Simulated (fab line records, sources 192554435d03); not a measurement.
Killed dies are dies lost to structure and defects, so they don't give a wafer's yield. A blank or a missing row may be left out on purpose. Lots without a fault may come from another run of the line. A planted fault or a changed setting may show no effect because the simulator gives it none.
fab line records | flow n5_finfet | part 1 of 2: steps 1 to 24 of 36
record lots=5 wafers=15 last_day=17
route steps=1938 shown BEOL_M1@821 BEOL_M2@841
lots that met no fault: from a run of the same line without faults
start_h: hours from the record's first day to the start of the lot's first wafer shown | wait_h: hours since the lot's step before | " the same as in the row above | L1.1+2: a row that stands for several wafers | - no value, or no start given | * or withheld: withheld | < > ~ a bound
route shown NAME@n: a module of which the file shows steps, and the number in the route of the first | usual: mean/standard deviation of fault-free wafers | same: alike in all rows | chamber/n: place in a boat | sites: the reading at each site | _std_site: their standard deviation | _edge_site: outer sites' mean less inner sites' | radius_mm: how far each site lies from the wafer's centre | mask NAME#n: copy n | behind: the tool/chamber that last shaped the wafer | hold: why the lot was held/for how many hours/how that ended | device: the transistor (n, p or np) that didn't switch | end of line: the same wafers' tests at the end of the route | a step without rows: its recipe alone | killed: dies lost to structure and defects at the first sort, not the wafer's yield | map: a wafer's dies, x killed, . not, _ none there
set.NAME: the setting as run; set.NAME@STEP: as run at that earlier step | model.NAME: the simulator's own value behind a step, which no gauge read
lots at some steps of the route; a table a step, a row a wafer
services: from which hour (start_h, from the record's first day; less than 0 if before it) a tool's chamber was out of use, for how many hours, and why
## steps
# step N5_BEOL_M1_ANNEAL_87
# recipe temp_c=400 time_s=240 ambient=vacuum
# usual heater_power_w=926/90
# columns lot.wafer tool chamber start_h wait_h heater_power_w
L077.1 pvd_sputter-02 - 148.83 0.0 1020
L077.2 " - " " 921
L077.6 " - " " 1033
L078.3 pvd_sputter-02 - 157.07 0.0 913
L078.5 " - " " 950
L078.6 " - " " 1018
L084.1 pvd_sputter-02 - 191.41 0.0 929
L084.2 " - " " 1037
L084.5 " - " " 1006
L087.2 pvd_sputter-02 - 214.86 0.0 893
L087.3 " - " " 921
L087.4 " - " " 746
L090.2 pvd_sputter-01 - 223.23 0.0 1044
L090.3 " - " " 838
L090.6 " - " " 831
# step N5_BEOL_M1_SPUTTER_88
# recipe material=Cu target_thk_a=45 temp_c=-20 chamber_pressure_pa=0.07 power_w=withheld time_s=8.29
# usual chuck_gas_flow_sccm=1.26/0.055 throttle_valve_pct=29.9/0.85
# columns lot.wafer tool chamber start_h wait_h chuck_gas_flow_sccm throttle_valve_pct
L077.1 pvd_sputter-02 - 148.97 0.1 1.25 29.7
L077.2 " - " " 1.31 30.6
L077.6 " - " " 1.19 29.6
L078.3 pvd_sputter-02 - 157.21 0.1 1.18 29.8
L078.5 " - " " 1.31 30.1
L078.6 " - " " 1.31 29.4
L084.1 pvd_sputter-02 - 191.55 0.1 1.28 30.4
L084.2 " - " " 1.26 29.5
L084.5 " - " " 1.26 29.9
L087.2 pvd_sputter-02 - 215.00 0.1 1.34 30.1
L087.3 " - " " 1.28 30.0
L087.4 " - " " 1.25 30.0
L090.2 pvd_sputter-01 - 223.37 0.1 1.22 30.2
L090.3 " - " " 1.19 28.5
L090.6 " - " " 1.20 28.6
# step N5_BEOL_M1_ANNEAL_89
# recipe temp_c=400 time_s=240 ambient=vacuum
# usual heater_power_w=924/88
# columns lot.wafer tool chamber start_h wait_h heater_power_w
L077.1 pvd_sputter-02 - 149.05 0.0 1010
L077.2 " - " " 968
L077.6 " - " " 1002
L078.3 pvd_sputter-02 - 157.29 0.0 913
L078.5 " - " " 923
L078.6 " - " " 983
L084.1 pvd_sputter-02 - 191.63 0.0 887
L084.2 " - " " 1025
L084.5 " - " " 987
L087.2 pvd_sputter-02 - 215.08 0.0 919
L087.3 " - " " 905
L087.4 " - " " 763
L090.2 pvd_sputter-01 - 223.45 0.0 1016
L090.3 " - " " 846
L090.6 " - " " 844
# step N5_BEOL_M1_SPUTTER_90
# recipe material=Cu target_thk_a=45 temp_c=-20 chamber_pressure_pa=0.07 power_w=withheld time_s=8.29
# usual chuck_gas_flow_sccm=1.26/0.049 throttle_valve_pct=29.9/0.86
# columns lot.wafer tool chamber start_h wait_h chuck_gas_flow_sccm throttle_valve_pct
L077.1 pvd_sputter-02 - 149.19 0.1 1.21 29.6
L077.2 " - " " 1.30 30.0
L077.6 " - " " 1.31 29.9
L078.3 pvd_sputter-02 - 157.43 0.1 1.23 29.9
L078.5 " - " " 1.27 30.2
L078.6 " - " " 1.21 29.9
L084.1 pvd_sputter-02 - 191.77 0.1 1.29 30.4
L084.2 " - " " 1.22 29.6
L084.5 " - " " 1.29 29.6
L087.2 pvd_sputter-02 - 215.22 0.1 1.29 29.9
L087.3 " - " " 1.16 30.0
L087.4 " - " " 1.32 29.9
L090.2 pvd_sputter-01 - 223.59 0.1 1.28 29.9
L090.3 " - " " 1.27 29.0
L090.6 " - " " 1.14 28.7
# step N5_BEOL_M1_ANNEAL_91
# recipe temp_c=400 time_s=240 ambient=vacuum
# usual heater_power_w=925/89
# columns lot.wafer tool chamber start_h wait_h heater_power_w
L077.1 pvd_sputter-02 - 149.27 0.0 1005
L077.2 " - " " 931
L077.6 " - " " 1014
L078.3 pvd_sputter-02 - 157.51 0.0 900
L078.5 " - " " 950
L078.6 " - " " 1075
L084.1 pvd_sputter-02 - 191.85 0.0 926
L084.2 " - " " 1023
L084.5 " - " " 1001
L087.2 pvd_sputter-02 - 215.30 0.0 909
L087.3 " - " " 926
L087.4 " - " " 768
L090.2 pvd_sputter-01 - 223.67 0.0 1048
L090.3 " - " " 835
L090.6 " - " " 843
# step N5_BEOL_M1_SPUTTER_92
# recipe material=Cu target_thk_a=45 temp_c=-20 chamber_pressure_pa=0.07 power_w=withheld time_s=8.29
# usual chuck_gas_flow_sccm=1.26/0.056 throttle_valve_pct=29.9/0.85
# columns lot.wafer tool chamber start_h wait_h chuck_gas_flow_sccm throttle_valve_pct
L077.1 pvd_sputter-02 - 149.41 0.1 1.24 29.6
L077.2 " - " " 1.38 30.4
L077.6 " - " " 1.22 29.6
L078.3 pvd_sputter-02 - 157.65 0.1 1.28 30.0
L078.5 " - " " 1.21 30.2
L078.6 " - " " 1.28 30.0
L084.1 pvd_sputter-02 - 191.99 0.1 1.28 30.3
L084.2 " - " " 1.22 30.0
L084.5 " - " " 1.14 29.8
L087.2 pvd_sputter-02 - 215.44 0.1 1.30 29.9
L087.3 " - " " 1.28 30.1
L087.4 " - " " 1.29 29.8
L090.2 pvd_sputter-01 - 223.81 0.1 1.24 30.0
L090.3 " - " " 1.16 28.5
L090.6 " - " " 1.25 28.7
# step N5_BEOL_M1_ANNEAL_93
# recipe temp_c=400 time_s=240 ambient=vacuum
# usual heater_power_w=926/89
# columns lot.wafer tool chamber start_h wait_h heater_power_w
L077.1 pvd_sputter-02 - 149.49 0.0 1026
L077.2 " - " " 928
L077.6 " - " " 1033
L078.3 pvd_sputter-02 - 157.73 0.0 906
L078.5 " - " " 925
L078.6 " - " " 1004
L084.1 pvd_sputter-02 - 192.07 0.0 941
L084.2 " - " " 1006
L084.5 " - " " 997
L087.2 pvd_sputter-02 - 215.52 0.0 901
L087.3 " - " " 933
L087.4 " - " " 751
L090.2 pvd_sputter-01 - 223.89 0.0 1052
L090.3 " - " " 839
L090.6 " - " " 875
# step N5_BEOL_M1_SPUTTER_94
# recipe material=Cu target_thk_a=45 temp_c=-20 chamber_pressure_pa=0.07 power_w=withheld time_s=8.29
# usual chuck_gas_flow_sccm=1.26/0.05 throttle_valve_pct=29.9/0.85
# columns lot.wafer tool chamber start_h wait_h chuck_gas_flow_sccm throttle_valve_pct
L077.1 pvd_sputter-02 - 149.63 0.1 1.21 30.0
L077.2 " - " " 1.34 30.5
L077.6 " - " " 1.23 29.6
L078.3 pvd_sputter-02 - 157.87 0.1 1.21 29.9
L078.5 " - " " 1.23 30.4
L078.6 " - " " 1.26 29.6
L084.1 pvd_sputter-02 - 192.21 0.1 1.26 30.3
L084.2 " - " " 1.21 29.9
L084.5 " - " " 1.25 29.7
L087.2 pvd_sputter-02 - 215.66 0.1 1.17 29.9
L087.3 " - " " 1.30 30.2
L087.4 " - " " 1.20 30.2
L090.2 pvd_sputter-01 - 224.03 0.1 1.34 30.1
L090.3 " - " " 1.32 28.8
L090.6 " - " " 1.13 28.9
# step N5_BEOL_M1_ANNEAL_95
# recipe temp_c=400 time_s=240 ambient=vacuum
# usual heater_power_w=926/89
# columns lot.wafer tool chamber start_h wait_h heater_power_w
L077.1 pvd_sputter-02 - 149.71 0.0 1005
L077.2 " - " " 950
L077.6 " - " " 1001
L078.3 pvd_sputter-02 - 157.95 0.0 905
L078.5 " - " " 924
L078.6 " - " " 1038
L084.1 pvd_sputter-02 - 192.29 0.0 923
L084.2 " - " " 1024
L084.5 " - " " 1007
L087.2 pvd_sputter-02 - 215.74 0.0 914
L087.3 " - " " 955
L087.4 " - " " 770
L090.2 pvd_sputter-01 - 224.11 0.0 1030
L090.3 " - " " 829
L090.6 " - " " 858
# step N5_BEOL_M1_SPUTTER_96
# recipe material=Cu target_thk_a=45 temp_c=-20 chamber_pressure_pa=0.07 power_w=withheld time_s=8.29
# usual chuck_gas_flow_sccm=1.26/0.062 throttle_valve_pct=29.9/0.84
# columns lot.wafer tool chamber start_h wait_h chuck_gas_flow_sccm throttle_valve_pct
L077.1 pvd_sputter-02 - 149.85 0.1 1.34 29.9
L077.2 " - " " 1.20 30.4
L077.6 " - " " 1.32 29.6
L078.3 pvd_sputter-02 - 158.09 0.1 1.16 29.9
L078.5 " - " " 1.28 30.3
L078.6 " - " " 1.23 29.9
L084.1 pvd_sputter-02 - 192.43 0.1 1.23 30.3
L084.2 " - " " 1.29 29.7
L084.5 " - " " 1.34 29.9
L087.2 pvd_sputter-02 - 215.88 0.1 1.18 29.9
L087.3 " - " " 1.20 30.1
L087.4 " - " " 1.32 30.0
L090.2 pvd_sputter-01 - 224.25 0.1 1.28 30.1
L090.3 " - " " 1.23 28.8
L090.6 " - " " 1.29 29.1
# step N5_BEOL_M1_ECD_50
# recipe material=Cu target_thk_a=3000
# columns lot.wafer tool chamber start_h wait_h
L077.1+2+6 ecd_cu-02 0,1,0 149.96 0.1
L078.3+5+6 ecd_cu-01 1,0,1 158.23 0.1
L084.1+2+5 ecd_cu-02 1,0,1 192.55 0.1
L087.2+3+4 ecd_cu-01 1,0,1 215.99 0.1
L090.2+3+6 ecd_cu-01 0 224.37 0.1
# step N5_BEOL_M1_ANNEAL_51
# recipe temp_c=225 time_s=90 ambient=N2
# usual wafer_temp_C_max=226.26/0.28
# columns lot.wafer tool chamber start_h wait_h wafer_temp_C_max
L077.1 rtp_anneal-01 0 150.20 0.2 225.67
L077.2 " 0 " " 226.09
L077.6 " 0 " " 225.99
L078.3 rtp_anneal-01 0 158.38 0.1 226.12
L078.5 " 0 " " 226.32
L078.6 " 0 " " 226.24
L084.1 rtp_anneal-01 0 192.63 0.1 226.39
L084.2 " 0 " " 226.28
L084.5 " 0 " " 226.57
L087.2 rtp_anneal-01 0 216.12 0.1 226.74
L087.3 " 0 " " 226.30
L087.4 " 0 " " 225.85
L090.2 rtp_anneal-01 0 224.50 0.1 226.36
L090.3 " 0 " " 225.94
L090.6 " 0 " " 226.04
# step N5_BEOL_M1_CMP_52
# recipe stop_on=SiOC t_overpolish_s=6.8 down_force_psi=1 platen_rpm=50 clearing_platen_down_force_psi=1.5 clearing_platen_rpm=50 post_cmp_clean=cu_alkaline target_thk_nm=40 clearing_platen_pad_velocity_m_s=0.99484 pad_velocity_m_s=0.99484
# usual barrier_field_endpoint_s=24.4/0.85 clearing_platen_rpm=49.993/0.026 motor_current_A=6.3/0.81 overpolish_run_s=6.800/0.01 time_to_endpoint_s=62/4.5
# columns lot.wafer tool chamber start_h wait_h barrier_field_endpoint_s clearing_platen_rpm motor_current_A overpolish_run_s time_to_endpoint_s
L077.2 cmp-02 2 150.53 0.2 25.4 50.041 5.4 6.795 65
L077.1 " 1 " " 24.4 50.015 5.9 6.790 58
L077.6 " 3 " " 25.2 50.011 6.7 6.778 61
L078.3 cmp-04 0 158.66 0.2 25.4 49.996 6.2 6.801 67
L078.5 " 2 " " 24.3 49.998 6.8 6.791 62
L078.6 " 3 " " 24.7 49.989 7.6 6.796 64
L084.2 cmp-01 1 192.93 0.2 22.8 50.015 6.4 6.805 56
L084.1 " 3 " " 23.4 49.921 6.6 6.802 60
L084.5 " 2 " " 24.0 49.957 5.5 6.818 60
L087.2 cmp-04 3 216.37 0.2 25.2 49.991 7.3 6.799 71
L087.4 " 0 " " 25.6 50.017 6.0 6.802 71
L087.3 " 2 " " 25.0 50.028 7.3 6.803 68
L090.2 cmp-01 2 224.75 0.2 24.2 49.958 5.9 6.799 60
L090.3 " 3 " " 24.2 49.971 6.4 6.812 56
L090.6 " 2 " " 23.4 49.951 5.6 6.782 58
# step N5_BEOL_M1_THK_MEAS_53
# recipe thk_meas_gauge=xrf reads=Cu_of_BEOL_M1_ECD_50
# usual M1_THK=40.1/1.8
# columns lot.wafer tool chamber start_h wait_h M1_THK[nm]
L077.1 film_metro-02 - 150.83 - 36.9
L077.2 " - " " 38.9
L077.6 " - " " 39.4
L078.3 film_metro-01 - 158.88 - 40.6
L078.5 " - " " 42.0
L078.6 " - " " 42.8
L084.1 film_metro-02 - 193.22 - 38.8
L084.2 " - " " 38.0
L084.5 " - " " 40.4
L087.2 film_metro-01 - 216.67 - 42.5
L087.3 " - " " 43.2
L087.4 " - " " 44.1
L090.2 film_metro-02 - 225.04 - 40.2
L090.3 " - " " 38.9
L090.6 " - " " 41.7
# step N5_BEOL_M1_PRE_CLEAN_60
# recipe gas=NH3/H2 time_s=15 temp_c=* rf_power_w=300
# usual heater_power_w=80/25
# columns lot.wafer tool chamber start_h wait_h heater_power_w
L077.1 cvd_co-01 0 151.10 0.3 90
L077.2 " 2 " " 112
L077.6 " 0 " " 92
L078.3 cvd_co-02 2 158.92 0.0 43
L078.5 " 0 " " 101
L078.6 " 1 " " 58
L084.1 cvd_co-01 0 193.26 0.0 93
L084.2 " 1 " " 71
L084.5 " 1 " " 72
L087.2 cvd_co-01 0 216.70 0.0 93
L087.3 " 1 " " 72
L087.4 " 2 " " 117
L090.2 cvd_co-01 2 225.18 0.1 118
L090.3 " 0 " " 91
L090.6 " 0 " " 90
# step N5_BEOL_M1_CO_CAP_55
# recipe material=Co target_thk_a=20 temp_c=200 precursor=CCTBA/H2 pressure_torr=30 time_s=102.1
# usual heater_power_w=229/31
# columns lot.wafer tool chamber start_h wait_h heater_power_w
L077.1 cvd_co-01 0 151.14 0.0 238
L077.2 " 2 " " 276
L077.6 " 0 " " 238
L078.3 cvd_co-02 2 158.96 0.0 190
L078.5 " 0 " " 253
L078.6 " 1 " " 205
L084.1 cvd_co-01 0 193.30 0.0 232
L084.2 " 1 " " 218
L084.5 " 1 " " 218
L087.2 cvd_co-01 0 216.74 0.0 245
L087.3 " 1 " " 221
L087.4 " 2 " " 269
L090.2 cvd_co-01 2 225.24 0.0 273
L090.3 " 0 " " 245
L090.6 " 0 " " 246
# step N5_BEOL_M1_PRE_CLEAN_56
# recipe gas=NH3 time_s=15 temp_c=withheld rf_power_w=300
# columns lot.wafer tool chamber start_h wait_h
L077.1+2+6 pecvd-02 1,2,2 151.23 0.1
L078.3+5+6 pecvd-04 0,2,0 159.05 0.1
L084.1+2+5 pecvd-04 1,0,0 193.39 0.1
L087.2+3+4 pecvd-02 1,2,0 216.83 0.1
L090.2+3+6 pecvd-04 1,0,1 225.37 0.1
# step N5_BEOL_M1_DEP_57
# recipe material=SiCN target_thk_a=80 temp_c=withheld precursor=3MS/NH3 pressure_torr=3 rf_w=202 time_s=14
# usual showerhead_plenum_p_Torr=3.662/0.014 throttle_valve_pct=8.9/0.4
# columns lot.wafer tool chamber start_h wait_h showerhead_plenum_p_Torr throttle_valve_pct
L077.1 pecvd-02 1 151.25 0.0 3.651 9.4
L077.2 " 2 " " 3.663 8.7
L077.6 " 2 " " 3.658 8.9
L078.3 pecvd-04 0 159.07 0.0 3.666 8.6
L078.5 " 2 " " 3.635 8.3
L078.6 " 0 " " 3.667 8.4
L084.1 pecvd-04 1 193.42 0.0 3.646 8.7
L084.2 " 0 " " 3.669 8.5
L084.5 " 0 " " 3.661 8.6
L087.2 pecvd-02 1 216.87 0.0 3.668 9.4
L087.3 " 0 " " 3.688 8.9
L087.4 " 1 " " 3.652 9.3
L090.2 pecvd-04 1 225.39 0.0 3.660 8.5
L090.3 " 0 " " 3.676 8.5
L090.6 " 1 " " 3.646 8.6
# step N5_BEOL_M1_RS_MEAS_58
# recipe thk_meas_gauge=four-point-probe reads=Co_of_BEOL_M1_CO_CAP_55+Cu_of_BEOL_M1_ECD_50+Co_of_BEOL_M1_CVD_47+TaN_of_BEOL_M1_ALD_84
# usual M1_RS=0.67/0.039
# columns lot.wafer tool chamber start_h wait_h M1_RS[ohm/sq]
L077.1 film_metro-02 - 151.32 0.0 0.73
L077.2 " - " " 0.69
L077.6 " - " " 0.68
L078.3 film_metro-01 - 159.14 0.1 0.65
L078.5 " - " " 0.63
L078.6 " - " " 0.62
L084.1 film_metro-01 - 193.48 0.0 0.69
L084.2 " - " " 0.72
L084.5 " - " " 0.67
L087.2 film_metro-02 - 216.96 0.1 0.62
L087.3 " - " " 0.60
L087.4 " - " " 0.60
L090.2 film_metro-02 - 225.46 0.1 0.66
L090.3 " - " " 0.69
L090.6 " - " " 0.63
# step N5_BEOL_M1_INSPECT_59
# recipe inspect_instrument=darkfield mode=post_dep
# usual raw_defect_count=77/23
# columns lot.wafer tool chamber start_h wait_h raw_defect_count
L077.1 defect_inspect-02 - 151.35 0.0 58
L077.2 " - " " 75
L077.6 " - " " 77
L078.3 defect_inspect-02 - 159.17 0.0 114
L078.5 " - " " 74
L078.6 " - " " 100
L084.1 defect_inspect-02 - 193.51 0.0 53
L084.2 " - " " 38
L084.5 " - " " 58
L087.2 defect_inspect-01 - 216.98 0.0 56
L087.3 " - " " 39
L087.4 " - " " 63
L090.2 defect_inspect-02 - 225.48 0.0 68
L090.3 " - " " 50
L090.6 " - " " 68
# step N5_BEOL_M2_ILD_DEP_00
# recipe material=SiOC target_thk_a=790 temp_c=350 precursor=DEMS/O2 pressure_torr=5 rf_w=500 time_s=15.3
# usual heater_power_w=501/53 showerhead_plenum_p_Torr=5.694/0.015 throttle_valve_pct=12.1/0.42
# columns lot.wafer tool chamber start_h wait_h heater_power_w showerhead_plenum_p_Torr throttle_valve_pct
L077.1 pecvd-03 0 151.38 0.0 455 5.693 11.5
L077.2 " 2 " " 401 5.683 12.2
L077.6 " 1 " " 556 5.703 12.4
L078.3 pecvd-02 2 159.20 0.0 533 5.686 11.6
L078.5 " 1 " " 486 5.673 12.6
L078.6 " 2 " " 532 5.697 11.7
L084.1 pecvd-03 1 193.55 0.0 498 5.707 12.3
L084.2 " 0 " " 441 5.686 11.8
L084.5 " 2 " " 497 5.681 12.0
L087.2 pecvd-03 1 217.02 0.0 541 5.705 12.1
L087.3 " 0 " " 442 5.687 11.6
L087.4 " 1 " " 538 5.691 12.2
L090.2 pecvd-03 1 225.52 0.0 524 5.697 12.0
L090.3 " 0 " " 467 5.692 12.0
L090.6 " 1 " " 507 5.704 12.2
# step N5_BEOL_M2_THK_MEAS_01
# recipe reads=SiOC_of_BEOL_M2_ILD_DEP_00
# usual M2_ILD_THK=79.0/1.1
# columns lot.wafer tool chamber start_h wait_h M2_ILD_THK[nm]
L077.1 film_metro-01 - 151.45 0.0 78.2
L077.2 " - " " 78.1
L077.6 " - " " 80.0
L078.3 film_metro-02 - 159.27 0.1 78.4
L078.5 " - " " 77.8
L078.6 " - " " 78.5
L084.1 film_metro-02 - 193.61 0.0 78.1
L084.2 " - " " 78.4
L084.5 " - " " 79.1
L087.2 film_metro-02 - 217.10 0.1 78.8
L087.3 " - " " 80.0
L087.4 " - " " 79.6
L090.2 film_metro-01 - 225.61 0.1 76.7
L090.3 " - " " 79.0
L090.6 " - " " 78.4
# step N5_BEOL_M2_PECVD_72
# recipe material=SiO2 target_thk_a=160 temp_c=400 precursor=TEOS/O2 pressure_torr=5.5 rf_w=450 teos_flow_sccm=53.8 gas=O2 flow_sccm=3000 time_s=18
# usual heater_power_w=748/75 showerhead_plenum_p_Torr=8.79/0.063 throttle_valve_pct=22.6/0.7
# columns lot.wafer tool chamber start_h wait_h heater_power_w showerhead_plenum_p_Torr throttle_valve_pct
L077.1 pecvd-02 2 151.49 0.0 807 8.78 21.6
L077.2 " 1 " " 783 8.78 23.3
L077.6 " 2 " " 823 8.76 21.8
L078.3 pecvd-03 1 159.31 0.0 699 8.80 22.6
L078.5 " 0 " " 742 8.79 22.2
L078.6 " 2 " " 735 8.71 23.0
L084.1 pecvd-02 2 193.65 0.0 781 8.73 21.8
L084.2 " 0 " " 758 8.92 22.5
L084.5 " 1 " " 861 8.76 23.0
L087.2 pecvd-02 0 217.14 0.0 688 8.88 22.3
L087.3 " 0 " " 688 8.92 22.3
L087.4 " 1 " " 806 8.77 23.3
L090.2 pecvd-02 0 225.64 0.0 733 8.90 22.5
L090.3 " 2 " " 816 8.75 22.0
L090.6 " 2 " " 792 8.73 22.1
# step N5_BEOL_M2_HM_DEP_02
# recipe material=TiN target_thk_a=200 temp_c=25 chamber_pressure_pa=0.49996
# usual throttle_valve_pct=30.1/0.91
# columns lot.wafer tool chamber start_h wait_h throttle_valve_pct
L077.1 pvd_sputter-03 - 153.10 1.6 29.2
L077.2 " - " " 30.1
L077.6 " - " " 30.2
L078.3 pvd_sputter-01 - 160.09 0.8 28.6
L078.5 " - " " 30.9
L078.6 " - " " 30.2
L084.1 pvd_sputter-03 - 194.13 0.5 31.7
L084.2 " - " " 29.3
L084.5 " - " " 31.9
L087.2 pvd_sputter-02 - 218.00 0.8 29.9
L087.3 " - " " 29.8
L087.4 " - " " 29.8
L090.2 pvd_sputter-02 - 225.89 0.2 29.6
L090.3 " - " " 30.0
L090.6 " - " " 30.0
